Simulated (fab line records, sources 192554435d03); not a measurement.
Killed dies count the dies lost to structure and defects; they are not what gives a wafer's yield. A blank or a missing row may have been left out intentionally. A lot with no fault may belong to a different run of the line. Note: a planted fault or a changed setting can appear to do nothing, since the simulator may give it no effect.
Which tool was responsible? :: flow n5_finfet :: 9 lots with 27 wafers sampled at 5 steps, on a route of 1938 steps

WHAT EACH GAUGE READ, for each wafer
N5_BEOL_M4_RC_MEAS_101.
lot: L676
measured: day 7 19:40
on: prober-02
DIBL_N (mV/V): 35.0 35.8 35.0
DIBL_P (mV/V): 34.4 36.3 35.2
IOFF_N (nA/um): 0.15 0.17 0.15
IOFF_P (nA/um): 0.16 0.19 0.17
ION_N (uA/um): 664 691 671
ION_P (uA/um): 450 467 459
RS_NWELL (ohm/sq): 1045 1038 1033
SS_N (mV/dec): 71.5 72.1 72.0
SS_P (mV/dec): 73.0 73.8 72.7
VT_N (mV): 250 248 248
VT_P (mV): -254 -252 -252

lot: L680
measured: day 8 20:38
on: prober-02
DIBL_N (mV/V): 37.6 34.5 35.5
DIBL_P (mV/V): 39.3 35.6 37.1
IOFF_N (nA/um): 0.21 0.15 0.17
IOFF_P (nA/um): 0.27 0.21 0.24
ION_N (uA/um): 679 670 676
ION_P (uA/um): 467 459 473
RS_NWELL (ohm/sq): 1041 1038 1035
SS_N (mV/dec): 72.1 71.0 71.4
SS_P (mV/dec): 73.9 72.9 73.0
VT_N (mV): 247 250 251
VT_P (mV): -246 -247 -248

lot: L681
measured: day 9 08:31
on: prober-01
DIBL_N (mV/V): 35.9 35.0 36.8
DIBL_P (mV/V): 37.2 35.8 37.1
IOFF_N (nA/um): 0.16 0.14 0.17
IOFF_P (nA/um): 0.21 0.20 0.21
ION_N (uA/um): 671 669 675
ION_P (uA/um): 464 459 464
RS_NWELL (ohm/sq): 1050 1032 1039
SS_N (mV/dec): 72.0 71.6 71.9
SS_P (mV/dec): 73.4 72.8 73.3
VT_N (mV): 250 252 250
VT_P (mV): -250 -254 -249

lot: L682
measured: day 10 00:50
on: prober-01
DIBL_N (mV/V): 38.6 36.7 35.0
DIBL_P (mV/V): 40.7 37.9 36.7
IOFF_N (nA/um): 0.21 0.17 0.13
IOFF_P (nA/um): 0.24 0.19 0.17
ION_N (uA/um): 691 683 665
ION_P (uA/um): 467 459 451
RS_NWELL (ohm/sq): 1036 1041 1035
SS_N (mV/dec): 72.3 72.1 71.1
SS_P (mV/dec): 73.7 72.5 72.8
VT_N (mV): 247 249 254
VT_P (mV): -250 -251 -255

lot: L684
measured: day 9 22:04
on: prober-02
DIBL_N (mV/V): 36.3 38.0 36.0
DIBL_P (mV/V): 36.0 39.9 36.2
IOFF_N (nA/um): 0.15 0.19 0.15
IOFF_P (nA/um): 0.18 0.26 0.19
ION_N (uA/um): 663 677 667
ION_P (uA/um): 455 462 458
RS_NWELL (ohm/sq): 950 954 953
SS_N (mV/dec): 71.7 71.8 71.1
SS_P (mV/dec): 73.6 74.1 73.6
VT_N (mV): 251 249 249
VT_P (mV): -253 -249 -251

lot: L686
measured: day 10 06:25
on: prober-01
DIBL_N (mV/V): 38.0 38.2 36.5
DIBL_P (mV/V): 37.8 37.2 35.5
IOFF_N (nA/um): 0.20 0.20 0.17
IOFF_P (nA/um): 0.24 0.23 0.20
ION_N (uA/um): 686 677 687
ION_P (uA/um): 463 461 469
RS_NWELL (ohm/sq): 935 943 954
SS_N (mV/dec): 71.9 72.3 71.7
SS_P (mV/dec): 74.3 73.8 74.4
VT_N (mV): 244 248 249
VT_P (mV): -250 -251 -252

lot: L692
measured: day 12 01:48
on: prober-02
DIBL_N (mV/V): 31.7 34.5 33.8
DIBL_P (mV/V): 31.2 35.6 34.5
IOFF_N (nA/um): 0.09 0.13 0.12
IOFF_P (nA/um): 0.13 0.19 0.18
ION_N (uA/um): 654 667 667
ION_P (uA/um): 456 461 469
RS_NWELL (ohm/sq): 1034 1030 1033
SS_N (mV/dec): 70.2 70.7 70.6
SS_P (mV/dec): 71.9 73.1 72.2
VT_N (mV): 258 251 251
VT_P (mV): -256 -251 -251

lot: L696
measured: day 12 18:34
on: prober-02
DIBL_N (mV/V): 35.1 36.7 34.3
DIBL_P (mV/V): 36.4 38.3 35.3
IOFF_N (nA/um): 0.15 0.19 0.14
IOFF_P (nA/um): 0.23 0.26 0.21
ION_N (uA/um): 668 679 669
ION_P (uA/um): 461 472 466
RS_NWELL (ohm/sq): 1043 1027 1037
SS_N (mV/dec): 71.7 72.2 71.8
SS_P (mV/dec): 73.3 72.9 72.9
VT_N (mV): 248 246 252
VT_P (mV): -248 -245 -248

lot: L698
measured: day 13 21:09
on: prober-02
DIBL_N (mV/V): 35.9 35.5 35.3
DIBL_P (mV/V): 34.6 34.3 33.3
IOFF_N (nA/um): 0.14 0.14 0.12
IOFF_P (nA/um): 0.20 0.20 0.19
ION_N (uA/um): 676 683 669
ION_P (uA/um): 467 466 464
RS_NWELL (ohm/sq): 1042 1037 1039
SS_N (mV/dec): 70.8 71.0 70.5
SS_P (mV/dec): 73.0 72.3 72.7
VT_N (mV): 249 249 254
VT_P (mV): -252 -251 -252

TOOL THAT RAN EACH LOT (tool first, then ch and the chambers of the sampled wafers, then the start)
lot: L676
N5_ZERO_LAYER_DESCUM_16: rie_diel-01 ch 1,2,3, day 1 12:43
N5_ZERO_LAYER_ETCH_18: rie_si-06 ch 1,2,3, day 1 12:50
N5_WELL_APT_IMPLANT_14: implanter-02 ch 0, day 1 13:56
N5_PMOS_HMC_CHANNEL_EPI_FIN_RECESS_16: rie_si-01 ch 0,1,2, day 1 18:26

lot: L680
N5_ZERO_LAYER_DESCUM_16: rie_diel-06 ch 0,1, day 2 12:49
N5_ZERO_LAYER_ETCH_18: rie_si-06 ch 1,2, day 2 12:55
N5_WELL_APT_IMPLANT_14: implanter-01 ch 0, day 2 13:58
N5_PMOS_HMC_CHANNEL_EPI_FIN_RECESS_16: rie_si-05 ch 0,1,3, day 2 17:41

lot: L681
N5_ZERO_LAYER_DESCUM_16: rie_diel-06 ch 0,1, day 2 18:41
N5_ZERO_LAYER_ETCH_18: rie_si-06 ch 0,1, day 2 18:47
N5_WELL_APT_IMPLANT_14: implanter-02 ch 0, day 2 20:02
N5_PMOS_HMC_CHANNEL_EPI_FIN_RECESS_16: rie_si-01 ch 1,3, day 2 23:41

lot: L682
N5_ZERO_LAYER_DESCUM_16: rie_diel-06 ch 0,1,3, day 3 01:04
N5_ZERO_LAYER_ETCH_18: rie_si-04 ch 1,3, day 3 01:10
N5_WELL_APT_IMPLANT_14: implanter-01 ch 0, day 3 02:17
N5_PMOS_HMC_CHANNEL_EPI_FIN_RECESS_16: rie_si-01 ch 0,1,2, day 3 06:08

lot: L684
N5_ZERO_LAYER_DESCUM_16: rie_diel-01 ch 0,1, day 3 12:48
N5_ZERO_LAYER_ETCH_18: rie_si-03 ch 1,2,3, day 3 12:55
N5_WELL_APT_IMPLANT_14: implanter-02 ch 0, day 3 14:35
N5_PMOS_HMC_CHANNEL_EPI_FIN_RECESS_16: rie_si-05 ch 1,2,3, day 3 18:23

lot: L686
N5_ZERO_LAYER_DESCUM_16: rie_diel-06 ch 2,3, day 4 00:54
N5_ZERO_LAYER_ETCH_18: rie_si-03 ch 0,2,3, day 4 01:00
N5_WELL_APT_IMPLANT_14: implanter-02 ch 0, day 4 02:08
N5_PMOS_HMC_CHANNEL_EPI_FIN_RECESS_16: rie_si-05 ch 0,1,2, day 4 06:42

lot: L692
N5_ZERO_LAYER_DESCUM_16: rie_diel-03 ch 0,2,3, day 5 12:50
N5_ZERO_LAYER_ETCH_18: rie_si-03 ch 0,2,3, day 5 12:56
N5_WELL_APT_IMPLANT_14: implanter-01 ch 0, day 5 14:16
N5_PMOS_HMC_CHANNEL_EPI_FIN_RECESS_16: rie_si-05 ch 0,1,2, day 5 17:53

lot: L696
N5_ZERO_LAYER_DESCUM_16: rie_diel-06 ch 1,2,3, day 6 12:49
N5_ZERO_LAYER_ETCH_18: rie_si-03 ch 1,2,3, day 6 12:56
N5_WELL_APT_IMPLANT_14: implanter-02 ch 0, day 6 14:25
N5_PMOS_HMC_CHANNEL_EPI_FIN_RECESS_16: rie_si-01 ch 0,1,3, day 6 19:05

lot: L698
N5_ZERO_LAYER_DESCUM_16: rie_diel-06 ch 0,1,2, day 7 00:49
N5_ZERO_LAYER_ETCH_18: rie_si-06 ch 1,2, day 7 00:55
N5_WELL_APT_IMPLANT_14: implanter-01 ch 0, day 7 01:56
N5_PMOS_HMC_CHANNEL_EPI_FIN_RECESS_16: rie_si-02 ch 0,1, day 7 06:16
- N5_ZERO_LAYER_DESCUM_16: chemistry O2, time 7.9 s.
- N5_ZERO_LAYER_ETCH_18: etches Si in HBr/Cl2, target depth 120 nm, time 40 s.
- N5_WELL_APT_IMPLANT_14
- N5_PMOS_HMC_CHANNEL_EPI_FIN_RECESS_16: chemistry HBr/Cl2, target Si, target depth 54 nm, time 18 s.

AS READ BY THE TOOLS THEMSELVES (means over the sampled wafers that have a number; for cases with no such wafer, the mark the record gives instead)
N5_ZERO_LAYER_DESCUM_16.
lot: L676
tool: rie_diel-01
chamber_pressure_mTorr (mTorr): 20.004
drypump_motor_current_A (A): 6.2
oes_product_au (a.u.): 0.82
rf_fwd_power_W (W): 49.39
rf_vpp_V (V): 242.9
showerhead_plenum_p_Torr (Torr): 2.08
throttle_valve_pct (%): 20.4

lot: L680
tool: rie_diel-06
chamber_pressure_mTorr (mTorr): 20.032
drypump_motor_current_A (A): 5.6
oes_product_au (a.u.): 0.83
rf_fwd_power_W (W): 49.24
rf_vpp_V (V): 242.0
showerhead_plenum_p_Torr (Torr): 2.00
throttle_valve_pct (%): 20.1

lot: L681
tool: rie_diel-06
chamber_pressure_mTorr (mTorr): 19.994
drypump_motor_current_A (A): 5.6
oes_product_au (a.u.): 0.81
rf_fwd_power_W (W): 49.29
rf_vpp_V (V): 242.8
showerhead_plenum_p_Torr (Torr): 2.00
throttle_valve_pct (%): 20.1

lot: L682
tool: rie_diel-06
chamber_pressure_mTorr (mTorr): 19.993
drypump_motor_current_A (A): 5.5
oes_product_au (a.u.): 0.83
rf_fwd_power_W (W): 49.58
rf_vpp_V (V): 241.6
showerhead_plenum_p_Torr (Torr): 2.01
throttle_valve_pct (%): 20.2

lot: L684
tool: rie_diel-01
chamber_pressure_mTorr (mTorr): 19.981
drypump_motor_current_A (A): 5.9
oes_product_au (a.u.): 0.85
rf_fwd_power_W (W): 49.07
rf_vpp_V (V): 242.8
showerhead_plenum_p_Torr (Torr): 2.05
throttle_valve_pct (%): 20.3

lot: L686
tool: rie_diel-06
chamber_pressure_mTorr (mTorr): 19.993
drypump_motor_current_A (A): 5.3
oes_product_au (a.u.): 0.78
rf_fwd_power_W (W): 49.31
rf_vpp_V (V): 242.6
showerhead_plenum_p_Torr (Torr): 2.04
throttle_valve_pct (%): 20.5

lot: L692
tool: rie_diel-03
chamber_pressure_mTorr (mTorr): 19.991
drypump_motor_current_A (A): 5.5
oes_product_au (a.u.): 0.82
rf_fwd_power_W (W): 49.64
rf_vpp_V (V): 243.6
showerhead_plenum_p_Torr (Torr): 2.08
throttle_valve_pct (%): 20.6

lot: L696
tool: rie_diel-06
chamber_pressure_mTorr (mTorr): 20.002
drypump_motor_current_A (A): 5.4
oes_product_au (a.u.): 0.75
rf_fwd_power_W (W): 49.21
rf_vpp_V (V): 242.6
showerhead_plenum_p_Torr (Torr): 2.02
throttle_valve_pct (%): 20.4

lot: L698
tool: rie_diel-06
chamber_pressure_mTorr (mTorr): 20.015
drypump_motor_current_A (A): 5.8
oes_product_au (a.u.): 0.79
rf_fwd_power_W (W): 49.12
rf_vpp_V (V): 242.3
showerhead_plenum_p_Torr (Torr): 2.04
throttle_valve_pct (%): 20.3

N5_ZERO_LAYER_ETCH_18.
lot: L676
tool: rie_si-06
chamber_pressure_mTorr (mTorr): 9.994
drypump_motor_current_A (A): 5.5
oes_product_au (a.u.): 1.016
rf_fwd_power_W (W): 797.1
throttle_valve_pct (%): 36.40

lot: L680
tool: rie_si-06
chamber_pressure_mTorr (mTorr): 9.997
drypump_motor_current_A (A): 5.2
oes_product_au (a.u.): 1.014
rf_fwd_power_W (W): 796.5
throttle_valve_pct (%): 36.07

lot: L681
tool: rie_si-06
chamber_pressure_mTorr (mTorr): 10.010
drypump_motor_current_A (A): 5.5
oes_product_au (a.u.): 1.014
rf_fwd_power_W (W): 794.6
throttle_valve_pct (%): 36.12

lot: L682
tool: rie_si-04
chamber_pressure_mTorr (mTorr): 10.002
drypump_motor_current_A (A): 5.7
oes_product_au (a.u.): 1.005
rf_fwd_power_W (W): 798.2
throttle_valve_pct (%): 36.20

lot: L684
tool: rie_si-03
chamber_pressure_mTorr (mTorr): 10.009
drypump_motor_current_A (A): 5.6
oes_product_au (a.u.): 1.009
rf_fwd_power_W (W): 797.5
throttle_valve_pct (%): 36.20

lot: L686
tool: rie_si-03
chamber_pressure_mTorr (mTorr): 10.005
drypump_motor_current_A (A): 5.6
oes_product_au (a.u.): 1.004
rf_fwd_power_W (W): 795.2
throttle_valve_pct (%): 36.32

lot: L692
tool: rie_si-03
chamber_pressure_mTorr (mTorr): 9.999
drypump_motor_current_A (A): 5.6
oes_product_au (a.u.): 1.003
rf_fwd_power_W (W): 795.2
throttle_valve_pct (%): 36.31

lot: L696
tool: rie_si-03
chamber_pressure_mTorr (mTorr): 10.002
drypump_motor_current_A (A): 5.5
oes_product_au (a.u.): 1.008
rf_fwd_power_W (W): 796.6
throttle_valve_pct (%): 36.19

lot: L698
tool: rie_si-06
chamber_pressure_mTorr (mTorr): 10.000
drypump_motor_current_A (A): 5.1
oes_product_au (a.u.): 1.017
rf_fwd_power_W (W): 797.4
throttle_valve_pct (%): 36.13

N5_WELL_APT_IMPLANT_14.
lot: L676
tool: implanter-02
dose_ions_cm2: 1.4991e+13
faraday_current_uA: 190

lot: L680
tool: implanter-01
dose_ions_cm2: 1.5022e+13
faraday_current_uA: 190

lot: L681
tool: implanter-02
dose_ions_cm2: 1.4996e+13
faraday_current_uA: 192

lot: L682
tool: implanter-01
dose_ions_cm2: 1.4995e+13
faraday_current_uA: 189

lot: L684
tool: implanter-02
dose_ions_cm2: 1.7693e+13
faraday_current_uA: 221

lot: L686
tool: implanter-02
dose_ions_cm2: 1.7688e+13
faraday_current_uA: 227

lot: L692
tool: implanter-01
dose_ions_cm2: 1.5007e+13
faraday_current_uA: 188

lot: L696
tool: implanter-02
dose_ions_cm2: 1.4997e+13
faraday_current_uA: 189

lot: L698
tool: implanter-01
dose_ions_cm2: 1.4977e+13
faraday_current_uA: 191

N5_PMOS_HMC_CHANNEL_EPI_FIN_RECESS_16.
lot: L676
tool: rie_si-01
chamber_pressure_mTorr (mTorr): 9.989
drypump_motor_current_A (A): 5.4
oes_product_au (a.u.): 0.989
rf_fwd_power_W (W): 795.0
throttle_valve_pct (%): 35.7

lot: L680
tool: rie_si-05
chamber_pressure_mTorr (mTorr): 10.003
drypump_motor_current_A (A): 5.4
oes_product_au (a.u.): 1.003
rf_fwd_power_W (W): 792.5
throttle_valve_pct (%): 35.5

lot: L681
tool: rie_si-01
chamber_pressure_mTorr (mTorr): 9.998
drypump_motor_current_A (A): 5.8
oes_product_au (a.u.): 0.994
rf_fwd_power_W (W): 795.4
throttle_valve_pct (%): 35.6

lot: L682
tool: rie_si-01
chamber_pressure_mTorr (mTorr): 9.993
drypump_motor_current_A (A): 5.4
oes_product_au (a.u.): 0.989
rf_fwd_power_W (W): 794.3
throttle_valve_pct (%): 35.7

lot: L684
tool: rie_si-05
chamber_pressure_mTorr (mTorr): 10.011
drypump_motor_current_A (A): 5.6
oes_product_au (a.u.): 0.992
rf_fwd_power_W (W): 792.0
throttle_valve_pct (%): 35.4

lot: L686
tool: rie_si-05
chamber_pressure_mTorr (mTorr): 10.008
drypump_motor_current_A (A): 5.3
oes_product_au (a.u.): 0.996
rf_fwd_power_W (W): 793.7
throttle_valve_pct (%): 35.7

lot: L692
tool: rie_si-05
chamber_pressure_mTorr (mTorr): 10.001
drypump_motor_current_A (A): 5.3
oes_product_au (a.u.): 1.004
rf_fwd_power_W (W): 796.1
throttle_valve_pct (%): 35.7

lot: L696
tool: rie_si-01
chamber_pressure_mTorr (mTorr): 9.994
drypump_motor_current_A (A): 5.7
oes_product_au (a.u.): 0.995
rf_fwd_power_W (W): 795.5
throttle_valve_pct (%): 35.8

lot: L698
tool: rie_si-02
chamber_pressure_mTorr (mTorr): 9.997
drypump_motor_current_A (A): 6.0
oes_product_au (a.u.): 1.000
rf_fwd_power_W (W): 794.8
throttle_valve_pct (%): 35.3

THE ANSWER, worked out from the rows above alone
Rule: what is usual is taken from the lots themselves. The widest of any qualifying gaps counts: lots, ordered by their means at a reading, are off when they make up no more than a third of the lots, leave a main group of 4 or more, and stand apart from it by 3 or more times the standard deviation of that group's means. The tables above print the reading to a certain number of digits; a main group whose means all agree to those digits is not used. A lot without any number at a reading at which 4 lots or more have one is off too. The other lots that the step has rows for count as sound. First the gauges in route order, then the tools' own readings, where a lot's mean is used as printed above. At the first step where some lot is off, the reading lying furthest off is the one used; lots without a number count as furthest.
Off: L684, L686, at N5_BEOL_M4_RC_MEAS_101 (RS_NWELL). The main group has a mean of 1037 ohm/sq with a standard deviation of 2.5.
If a tool, at a process step before that reading, ran all the lots that are off and no sound lot after the first of them, it fits. The gauges at N5_BEOL_M4_RC_MEAS_101 aren't tried: what is off there is off at N5_WELL_APT_IMPLANT_14 too, on other tools, and a gauge's error can't cause that. No candidate that was tried fits.

WHAT HAD BEEN PUT IN BY THE SIMULATOR
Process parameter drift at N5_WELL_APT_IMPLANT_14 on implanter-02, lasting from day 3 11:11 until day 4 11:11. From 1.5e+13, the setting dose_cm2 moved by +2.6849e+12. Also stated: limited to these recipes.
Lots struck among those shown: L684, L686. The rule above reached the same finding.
